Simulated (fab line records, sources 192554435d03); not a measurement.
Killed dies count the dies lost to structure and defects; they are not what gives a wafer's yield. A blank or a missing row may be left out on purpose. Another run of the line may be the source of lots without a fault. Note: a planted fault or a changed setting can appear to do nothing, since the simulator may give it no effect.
Which of the tools did it? :: flow n5_finfet :: 6 lots, 18 wafers sampled, at 4 steps of a route of 1938

WHAT THE GAUGES READ, wafer by wafer
N5_FIN_SAQP_INSPECT_40: inspects for defects (brightfield).
lot: L731
measured: day 2 11:37
on: defect_inspect-01
raw_defect_count: 257 166 224

lot: L739
measured: day 4 08:10
on: defect_inspect-02
raw_defect_count: 239 163 224

lot: L744
measured: day 5 15:02
on: defect_inspect-01
raw_defect_count: 272 275 368

lot: L747
measured: day 6 08:59
on: defect_inspect-02
raw_defect_count: 190 278 380

lot: L750
measured: day 7 03:01
on: defect_inspect-02
raw_defect_count: 289 363 213

lot: L753
measured: day 7 21:02
on: defect_inspect-01
raw_defect_count: 190 251 222

TOOL THAT RAN EACH LOT (tool first, then ch and the chambers of the sampled wafers, then the start)
lot: L731
N5_FIN_SAQP_MANDREL_ETCH_58: rie_si-01 ch 0,1,2, day 2 09:10
N5_FIN_SAQP_RECESS_63: vapor_etch-01 ch 0,1, day 2 09:14
N5_FIN_SAQP_ETCH_64: rie_si-06 ch 0,1,2, day 2 11:21

lot: L739
N5_FIN_SAQP_MANDREL_ETCH_58: rie_si-01 ch 0,1,3, day 4 06:00
N5_FIN_SAQP_RECESS_63: vapor_etch-01 ch 0,1, day 4 06:12
N5_FIN_SAQP_ETCH_64: rie_si-06 ch 0,2,3, day 4 07:53

lot: L744
N5_FIN_SAQP_MANDREL_ETCH_58: rie_si-01 ch 0,1,3, day 5 12:51
N5_FIN_SAQP_RECESS_63: vapor_etch-01 ch 0,1, day 5 12:56
N5_FIN_SAQP_ETCH_64: rie_si-06 ch 0,2,3, day 5 14:46

lot: L747
N5_FIN_SAQP_MANDREL_ETCH_58: rie_si-01 ch 1,2,3, day 6 06:37
N5_FIN_SAQP_RECESS_63: vapor_etch-02 ch 0,1, day 6 06:42
N5_FIN_SAQP_ETCH_64: rie_si-01 ch 0,2,3, day 6 08:43

lot: L750
N5_FIN_SAQP_MANDREL_ETCH_58: rie_si-04 ch 1,2,3, day 7 00:14
N5_FIN_SAQP_RECESS_63: vapor_etch-01 ch 0,1, day 7 00:29
N5_FIN_SAQP_ETCH_64: rie_si-01 ch 2,3, day 7 02:44

lot: L753
N5_FIN_SAQP_MANDREL_ETCH_58: rie_si-01 ch 1,2, day 7 18:55
N5_FIN_SAQP_RECESS_63: vapor_etch-01 ch 0,1, day 7 19:08
N5_FIN_SAQP_ETCH_64: rie_si-01 ch 2,3, day 7 20:43
- N5_FIN_SAQP_MANDREL_ETCH_58: etches a-Si in HBr/Cl2, stops on SiNx, target depth 45 nm, bt time 10 s, time 27 s.
- N5_FIN_SAQP_RECESS_63: chemistry HF/NH3, target SiO2, target depth 18 nm, afs cycles 3, sublimation time 60 s.
- N5_FIN_SAQP_ETCH_64: etches SiO2 in CF4, target depth 1.5 nm.

THE ANSWER, worked out from the rows above alone
Rule: usual is defined by the lots themselves. Put in order of their means at a reading, lots are off if they are a third of the lots or fewer, leave a main group of 4 or more, and stand apart from it by a gap of 3 or more times the standard deviation of the main group's means; of several such gaps the widest counts. A main group whose means are all the same, to the digits that the tables above print for the reading, isn't used. A lot without any number at a reading at which 4 lots or more have one is off too. All remaining lots with rows at the step are treated as sound.
Nothing can be told from this: no lot is off at any reading shown.

WHAT THE SIMULATOR HAD PUT IN
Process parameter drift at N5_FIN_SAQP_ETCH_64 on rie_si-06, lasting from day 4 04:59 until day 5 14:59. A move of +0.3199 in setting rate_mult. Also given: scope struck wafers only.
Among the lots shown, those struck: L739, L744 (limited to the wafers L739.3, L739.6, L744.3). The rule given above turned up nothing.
